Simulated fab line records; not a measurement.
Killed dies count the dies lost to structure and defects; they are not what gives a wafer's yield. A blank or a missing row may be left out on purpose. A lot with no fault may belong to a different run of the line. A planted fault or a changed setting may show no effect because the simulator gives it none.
Matching of chambers :: flow nandHarc :: NHARC_A_BLC_ALD_23 on aldMetal-04: 4 sister chambers
The step deposits TiN, target thk 3 nm, pulse time 1 s, ald cycles 150. 4 wafers are shown with their chamber, then 7 later ones without.

WAFERS WITH THEIR CHAMBER
wafer: L548.5
chamber: 3
heaterPowerOuterW (W): 700

wafer: L548.6
chamber: 2
heaterPowerOuterW (W): 684

wafer: L551.3
chamber: 0
heaterPowerOuterW (W): 665

wafer: L551.4
chamber: 1
heaterPowerOuterW (W): 772

WAFERS MISSING THEIR CHAMBER
wafer: L551.6
heaterPowerOuterW (W): 699

wafer: L552.1
heaterPowerOuterW (W): 664

wafer: L552.2
heaterPowerOuterW (W): 773

wafer: L552.3
heaterPowerOuterW (W): 707

wafer: L556.1
heaterPowerOuterW (W): 682

wafer: L556.2
heaterPowerOuterW (W): 786

wafer: L556.6
heaterPowerOuterW (W): 648

WHICH CHAMBER EACH WENT THROUGH
wafer: L551.6
from the rows above: can't be placed: 3 or 2
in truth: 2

wafer: L552.1
from the rows above: 0
in truth: 0

wafer: L552.2
from the rows above: 1
in truth: 1

wafer: L552.3
from the rows above: can't be placed: 3 or 2
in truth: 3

wafer: L556.1
from the rows above: can't be placed: 2 or 0 or 3
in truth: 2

wafer: L556.2
from the rows above: 1
in truth: 1

wafer: L556.6
from the rows above: 0
in truth: 0
Correct placement for 4 of the 7. Can't be placed from these rows: 3 (the true chamber is among the candidates in 3). Wrongly placed: 0.
How it was worked out, from the rows above alone: a wafer's distance from a chamber is the root of the sum, over the readings, of the square of ((its reading less the chamber's mean) divided by the reading's scatter). If the next closest chamber is less than 2 further off than the closest, the wafer can't be placed; otherwise it belongs to the closest. A chamber's mean is the mean of its shown wafers. The scatter: root of mean squared gap, hidden wafer to nearest shown wafer, with one shown wafer a chamber.
